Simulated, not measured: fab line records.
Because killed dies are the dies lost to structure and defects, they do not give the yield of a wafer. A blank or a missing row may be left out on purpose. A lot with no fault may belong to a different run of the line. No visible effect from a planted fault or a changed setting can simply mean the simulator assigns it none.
fab line records -- flow n5_finfet -- part 2 of 2: steps 5 to 6 of 6
record: lots: 22, wafers: 66, last_day: 19
route steps=1938 shown BEOL_M11@1575 BEOL_M12@1648 BEOL_M13@1673 BEOL_M14@1729
lots that met no fault: taken from a fault-free run of the same line
start_h: start of the lot's first displayed wafer, in hours after the record's first day -- wait_h: hours since the lot's step before -- " identical to the entry in the row above -- L1.1+2: one row covering several wafers at once -- - no value present, or no start provided -- * or withheld: withheld -- < > ~ a bound
route shown NAME@n: a module of which the file shows steps, and the number in the route of the first -- usual: mean and standard deviation over wafers with no fault -- same: alike in all rows -- chamber/n: place in a boat -- sites: readings site by site -- _std_site: standard deviation of those values -- _edge_site: the outer-site mean with the inner-site mean subtracted -- radius_mm: how far each site lies from the wafer's centre -- mask NAME#n: copy n -- behind: the most recent tool/chamber to have shaped the wafer -- hold: the reason the lot was held/the length of the hold in hours/how it ended -- device: the transistor (n, p or np) that didn't switch -- end of line: tests of these same wafers at the route's end -- a step given without rows: its recipe and nothing more -- killed: count of dies lost to structure and defects at first sort (not the wafer's yield) -- map: the dies of a wafer, with x for killed, . for not killed, _ for no die there
set.NAME: the setting as run; set.NAME@STEP: as run at that earlier step -- model.NAME: the simulator's own value behind a step, which no gauge read
the route's steps for a sample of lots (tables are steps, rows are wafers)
services: a tool's chamber out of use, with start hour (start_h, from the record's first day; less than 0 if before it), hours out, and reason
== steps ==
step: N5_BEOL_M14_DESCUM_15
recipe: chemistry: O2, time_s: 7.9, source_power_w: 50, bias_power_w: 20, pressure_mtorr: 20, rf_frequency_hz: 2.712e+07, temp_c: 40, o2_flow_sccm: 225
usual: drypump_motor_current_A: 5.9/0.34, oes_product_au: 0.82/0.084, rf_vpp_V: 243.6/1.7, showerhead_plenum_p_Torr: 2.12/0.1, throttle_valve_pct: 20.32/0.19
lot.wafer,tool,chamber,start_h,wait_h,drypump_motor_current_A,oes_product_au,rf_hours_counter_h,rf_vpp_V,showerhead_plenum_p_Torr,throttle_valve_pct
L074.1,rie_diel-05,1,260.35,0.0,5.4,0.74,165,239.6,1.91,20.54
L074.2,rie_diel-05,3,260.35,0.0,6.3,0.94,5,244.2,2.15,20.29
L074.3,rie_diel-05,0,260.35,0.0,5.6,0.73,191,244.0,2.16,20.27
L075.1,rie_diel-05,1,264.86,0.0,5.4,0.73,166,241.3,1.91,20.53
L075.4,rie_diel-05,2,264.86,0.0,5.8,0.86,41,245.7,2.22,20.33
L075.5,rie_diel-05,2,264.86,0.0,5.8,0.85,-,244.7,2.22,20.33
L076.1,rie_diel-02,3,273.41,0.0,5.9,0.70,221,245.5,2.15,20.28
L076.5,rie_diel-02,3,273.41,0.0,5.9,0.70,-,244.7,2.15,20.27
L076.6,rie_diel-02,2,273.41,0.0,6.4,0.93,-,240.9,2.04,20.21
L077.2,rie_diel-04,1,295.84,0.0,6.1,1.02,1,244.4,2.23,19.94
L077.3,rie_diel-04,0,295.84,0.0,6.3,0.83,87,244.9,2.22,20.29
L077.6,rie_diel-04,0,295.84,0.0,6.4,0.84,-,244.8,2.22,20.28
L078.2,rie_diel-04,0,299.12,0.1,6.4,0.84,88,245.3,2.22,20.29
L078.5,rie_diel-04,1,299.12,0.1,6.1,1.01,-,245.4,2.23,19.96
L078.6,rie_diel-04,2,299.12,0.1,6.1,0.81,-,242.3,2.01,20.57
L082.1,rie_diel-02,2,317.95,0.1,6.4,0.90,35,242.3,2.04,20.24
L082.2,rie_diel-02,3,317.95,0.1,5.9,0.70,234,244.2,2.15,20.29
L082.6,rie_diel-02,2,317.95,0.1,6.4,0.90,-,242.9,2.04,20.25
L081.1,rie_diel-05,1,325.14,0.0,5.4,0.73,186,240.4,1.90,20.58
L081.3,rie_diel-05,3,325.14,0.0,6.3,0.89,28,242.8,2.14,20.33
L081.6,rie_diel-05,0,325.14,0.0,5.6,0.72,-,245.5,2.16,20.30
L084.1,rie_diel-05,1,328.85,0.1,5.4,0.72,187,240.4,1.90,20.57
L084.2,rie_diel-05,0,328.85,0.1,5.5,0.73,211,245.5,2.16,20.30
L084.5,rie_diel-05,2,328.85,0.1,5.8,0.84,-,244.7,2.22,20.35
L086.1,rie_diel-05,0,334.11,0.0,5.6,0.72,212,244.2,2.16,20.29
L086.4,rie_diel-05,1,334.11,0.0,5.4,0.72,189,240.4,1.90,20.56
L086.5,rie_diel-05,1,334.11,0.0,5.4,0.71,-,240.9,1.90,20.58
L085.1,rie_diel-05,1,347.38,0.0,5.4,0.72,195,240.7,1.90,20.59
L085.2,rie_diel-05,0,347.38,0.0,5.6,0.71,218,243.3,2.15,20.31
L085.6,rie_diel-05,0,347.38,0.0,5.5,0.72,-,245.1,2.15,20.33
L083.1,rie_diel-02,2,347.93,0.0,6.4,0.88,46,244.1,2.03,20.27
L083.3,rie_diel-02,0,347.93,0.0,5.3,0.79,97,245.2,2.20,20.24
L083.5,rie_diel-02,1,347.93,0.0,5.5,0.75,-,243.4,2.18,20.42
L088.1,rie_diel-04,0,355.26,0.0,6.4,0.81,110,245.7,2.21,20.32
L088.2,rie_diel-04,3,355.26,0.0,6.0,0.95,5,244.0,2.06,20.09
L088.5,rie_diel-04,0,355.26,0.0,6.4,0.81,-,244.8,2.21,20.34
L089.1,rie_diel-04,1,363.17,0.1,6.1,0.94,27,246.0,2.22,19.99
L089.2,rie_diel-04,3,363.17,0.1,6.0,0.94,8,241.9,2.06,20.09
L089.5,rie_diel-04,2,363.17,0.1,6.1,0.79,-,241.6,2.01,20.61
L087.1,rie_diel-02,3,363.70,0.3,5.9,0.69,247,244.5,2.14,20.32
L087.5,rie_diel-02,0,363.70,0.3,5.3,0.78,-,244.4,2.20,20.25
L087.6,rie_diel-02,3,363.70,0.3,5.9,0.69,-,243.8,2.14,20.31
L090.1,rie_diel-04,1,363.88,0.3,6.1,0.92,27,244.4,2.22,19.99
L090.4,rie_diel-04,2,363.88,0.3,6.1,0.78,123,242.5,2.01,20.61
L090.5,rie_diel-04,2,363.88,0.3,6.1,0.78,-,242.1,2.00,20.60
L091.3,rie_diel-04,1,380.99,0.0,6.1,0.94,33,246.1,2.22,20.00
L091.4,rie_diel-04,0,380.99,0.0,6.4,0.80,119,244.1,2.20,20.35
L091.5,rie_diel-04,2,380.99,0.0,6.1,0.78,-,240.7,2.00,20.62
L093.3,rie_diel-02,0,391.36,0.0,5.3,0.77,113,244.6,2.19,20.28
L093.5,rie_diel-02,2,391.36,0.0,6.4,0.86,-,242.6,2.03,20.27
L093.6,rie_diel-02,1,391.36,0.0,5.5,0.74,-,245.5,2.18,20.45
L094.1,rie_diel-05,0,392.31,0.0,5.6,0.70,235,245.5,2.15,20.35
L094.2,rie_diel-05,2,392.31,0.0,5.8,0.80,88,244.2,2.21,20.39
L094.4,rie_diel-05,3,392.31,0.0,6.3,0.86,47,242.9,2.13,20.36
L092.1,rie_diel-04,0,393.64,0.6,6.4,0.79,123,244.3,2.20,20.34
L092.3,rie_diel-04,3,393.64,0.6,6.1,0.91,17,242.6,2.05,20.10
L092.5,rie_diel-04,1,393.64,0.6,6.1,0.91,-,245.1,2.21,20.00
L095.2,rie_diel-04,2,397.57,1.5,6.1,0.78,136,241.6,2.00,20.62
L095.5,rie_diel-04,1,397.57,1.5,6.1,0.91,-,243.0,2.21,20.01
L095.6,rie_diel-04,0,397.57,1.5,6.4,0.80,-,245.1,2.20,20.35
L096.1,rie_diel-04,3,412.99,0.0,6.0,0.89,26,243.8,2.05,20.12
L096.2,rie_diel-04,2,412.99,0.0,6.1,0.77,143,242.8,2.00,20.64
L096.3,rie_diel-04,1,412.99,0.0,6.1,0.90,46,246.2,2.21,20.02
L097.2,rie_diel-04,1,423.32,0.0,6.1,0.90,51,245.1,2.21,20.02
L097.4,rie_diel-04,2,423.32,0.0,6.1,0.76,-,241.2,2.00,20.66
L097.6,rie_diel-04,3,423.32,0.0,6.0,0.88,-,242.6,2.05,20.12
step: N5_BEOL_M14_DESCUM_33
recipe: chemistry: O2, time_s: 7.9, source_power_w: 50, bias_power_w: 20, pressure_mtorr: 20, rf_frequency_hz: 2.712e+07, temp_c: 40, o2_flow_sccm: 225
usual: drypump_motor_current_A: 5.9/0.38, oes_product_au: 0.80/0.08, rf_vpp_V: 243.4/1.8, showerhead_plenum_p_Torr: 2.11/0.11, throttle_valve_pct: 20.34/0.16
lot.wafer,tool,chamber,start_h,wait_h,drypump_motor_current_A,oes_product_au,rf_hours_counter_h,rf_vpp_V,showerhead_plenum_p_Torr,throttle_valve_pct
L074.1,rie_diel-04,2,261.20,0.0,6.1,0.83,88,242.6,2.02,20.56
L074.2,rie_diel-04,3,261.20,0.0,6.0,0.71,229,240.8,2.07,20.39
L074.3,rie_diel-04,0,261.20,0.0,6.4,0.85,74,246.6,2.22,20.27
L075.1,rie_diel-04,3,265.98,0.2,6.0,0.71,231,243.2,2.07,20.39
L075.4,rie_diel-04,1,265.98,0.2,6.1,0.70,246,241.9,1.97,20.29
L075.5,rie_diel-04,1,265.98,0.2,6.1,0.70,-,240.5,1.97,20.27
L076.1,rie_diel-05,2,274.27,0.0,5.8,0.85,45,245.3,2.22,20.35
L076.5,rie_diel-05,2,274.27,0.0,5.8,0.86,-,244.5,2.22,20.34
L076.6,rie_diel-05,3,274.27,0.0,6.3,0.93,-,242.8,2.15,20.29
L077.2,rie_diel-04,0,296.69,0.0,6.4,0.83,87,244.7,2.22,20.28
L077.3,rie_diel-04,3,296.69,0.0,6.0,0.70,242,243.4,2.06,20.42
L077.6,rie_diel-04,0,296.69,0.0,6.4,0.83,-,244.8,2.22,20.28
L078.2,rie_diel-05,0,300.01,0.0,5.5,0.72,200,244.6,2.16,20.28
L078.5,rie_diel-05,3,300.01,0.0,6.3,0.91,-,243.1,2.14,20.31
L078.6,rie_diel-05,2,300.01,0.0,5.8,0.85,-,243.8,2.22,20.36
L082.1,rie_diel-04,3,319.03,0.1,5.9,0.70,248,242.3,2.06,20.43
L082.2,rie_diel-04,1,319.03,0.1,6.1,0.98,9,245.3,2.22,19.96
L082.6,rie_diel-04,1,319.03,0.1,6.1,0.98,-,245.4,2.22,19.97
L081.1,rie_diel-02,1,326.23,0.1,5.5,0.75,137,244.0,2.18,20.39
L081.3,rie_diel-02,0,326.23,0.1,5.3,0.79,90,244.8,2.20,20.23
L081.6,rie_diel-02,1,326.23,0.1,5.5,0.75,-,243.4,2.18,20.41
L084.1,rie_diel-02,1,329.97,0.3,5.5,0.75,139,243.7,2.18,20.40
L084.2,rie_diel-02,2,329.97,0.3,6.4,0.88,41,241.5,2.04,20.25
L084.5,rie_diel-02,1,329.97,0.3,5.5,0.76,-,243.9,2.18,20.40
L086.1,rie_diel-05,2,335.09,0.0,5.8,0.83,65,243.0,2.22,20.36
L086.4,rie_diel-05,3,335.09,0.0,6.3,0.89,32,243.2,2.14,20.32
L086.5,rie_diel-05,0,335.09,0.0,5.6,0.71,-,243.4,2.16,20.31
L085.1,rie_diel-05,1,348.27,0.0,5.4,0.71,195,240.6,1.90,20.58
L085.2,rie_diel-05,2,348.27,0.0,5.8,0.82,71,245.4,2.21,20.39
L085.6,rie_diel-05,1,348.27,0.0,5.4,0.72,-,239.7,1.90,20.60
L083.1,rie_diel-05,0,348.85,0.1,5.5,0.71,219,244.2,2.15,20.32
L083.3,rie_diel-05,2,348.85,0.1,5.8,0.81,71,246.1,2.21,20.36
L083.5,rie_diel-05,2,348.85,0.1,5.8,0.82,-,246.2,2.21,20.37
L088.1,rie_diel-05,1,356.23,0.0,5.4,0.71,198,240.2,1.90,20.60
L088.2,rie_diel-05,0,356.23,0.0,5.5,0.71,222,244.4,2.15,20.32
L088.5,rie_diel-05,0,356.23,0.0,5.6,0.72,-,244.5,2.15,20.33
L089.1,rie_diel-05,3,364.16,0.2,6.3,0.87,37,243.4,2.14,20.33
L089.2,rie_diel-05,2,364.16,0.2,5.8,0.82,78,244.1,2.21,20.38
L089.5,rie_diel-05,0,364.16,0.2,5.5,0.70,-,244.5,2.15,20.32
L087.1,rie_diel-04,2,364.67,0.0,6.1,0.79,124,243.5,2.01,20.62
L087.5,rie_diel-04,1,364.67,0.0,6.1,0.94,-,244.5,2.22,19.99
L087.6,rie_diel-04,2,364.67,0.0,6.1,0.80,-,241.9,2.00,20.62
L090.1,rie_diel-02,2,364.74,0.0,6.4,0.86,53,243.0,2.03,20.26
L090.4,rie_diel-02,3,364.74,0.0,5.9,0.68,-,244.1,2.14,20.33
L090.5,rie_diel-02,0,364.74,0.0,5.3,0.78,-,244.1,2.19,20.24
L091.3,rie_diel-05,2,381.84,0.0,5.8,0.80,84,245.3,2.21,20.40
L091.4,rie_diel-05,0,381.84,0.0,5.5,0.70,232,243.6,2.15,20.34
L091.5,rie_diel-05,3,381.84,0.0,6.3,0.86,-,244.4,2.13,20.33
L093.3,rie_diel-02,2,392.22,0.0,6.4,0.87,62,240.9,2.03,20.28
L093.5,rie_diel-02,2,392.22,0.0,6.3,0.86,-,242.2,2.03,20.26
L093.6,rie_diel-02,1,392.22,0.0,5.5,0.74,-,243.2,2.18,20.43
L094.1,rie_diel-05,3,394.02,0.8,6.3,0.85,48,243.6,2.13,20.35
L094.2,rie_diel-05,1,394.02,0.8,5.5,0.70,213,239.3,1.89,20.61
L094.4,rie_diel-05,0,394.02,0.8,5.6,0.70,236,244.9,2.15,20.34
L092.1,rie_diel-04,0,395.04,0.5,6.4,0.79,124,244.1,2.20,20.32
L092.3,rie_diel-04,2,395.04,0.5,6.1,0.77,135,242.3,2.00,20.63
L092.5,rie_diel-04,1,395.04,0.5,6.1,0.91,-,246.1,2.21,19.99
L095.2,rie_diel-04,3,398.43,0.0,6.0,0.91,20,243.5,2.05,20.11
L095.5,rie_diel-04,2,398.43,0.0,6.1,0.78,-,242.2,2.00,20.62
L095.6,rie_diel-04,3,398.43,0.0,6.0,0.90,-,241.4,2.05,20.10
L096.1,rie_diel-02,0,413.98,0.0,5.3,0.75,124,243.5,2.19,20.28
L096.2,rie_diel-02,2,413.98,0.0,6.4,0.85,73,242.7,2.03,20.30
L096.3,rie_diel-02,1,413.98,0.0,5.5,0.73,164,244.3,2.17,20.44
L097.2,rie_diel-04,0,424.18,0.0,6.4,0.78,128,243.6,2.20,20.34
L097.4,rie_diel-04,1,424.18,0.0,6.1,0.89,52,246.8,2.21,20.02
L097.6,rie_diel-04,0,424.18,0.0,6.4,0.79,-,244.7,2.20,20.33
== services ==
tool,chamber,start_h,hours,kind
rie_diel-05,3,226.36,1.8,repair
rie_diel-03,2,241.27,5.7,repair
rie_diel-03,3,244.60,9.1,repair
rie_diel-05,0,267.67,7.6,repair
rie_diel-06,2,269.26,3.9,repair
rie_diel-01,0,275.92,17.7,repair
rie_diel-04,1,277.22,-,clean
rie_diel-04,1,277.22,-,consumable_replace:focus_ring
rie_diel-04,1,277.22,-,consumable_replace:showerhead
rie_diel-04,1,277.22,13.6,scheduled_down
rie_diel-04,1,277.22,13.6,vent_cycle
rie_diel-02,3,321.37,8.5,repair
rie_diel-04,3,323.22,-,clean
rie_diel-05,3,337.33,15.2,repair
rie_diel-03,-,339.99,0.7,repair
rie_diel-06,0,356.11,2.4,repair
rie_diel-02,1,356.92,13.5,repair
rie_diel-01,0,358.70,5.0,repair
rie_diel-03,0,364.52,16.1,repair
rie_diel-01,0,367.00,3.0,repair
rie_diel-06,2,374.77,20.6,repair
rie_diel-04,0,404.31,19.7,repair
rie_diel-06,3,411.55,5.7,repair
pvd_sputter-01,-,415.17,1.8,repair
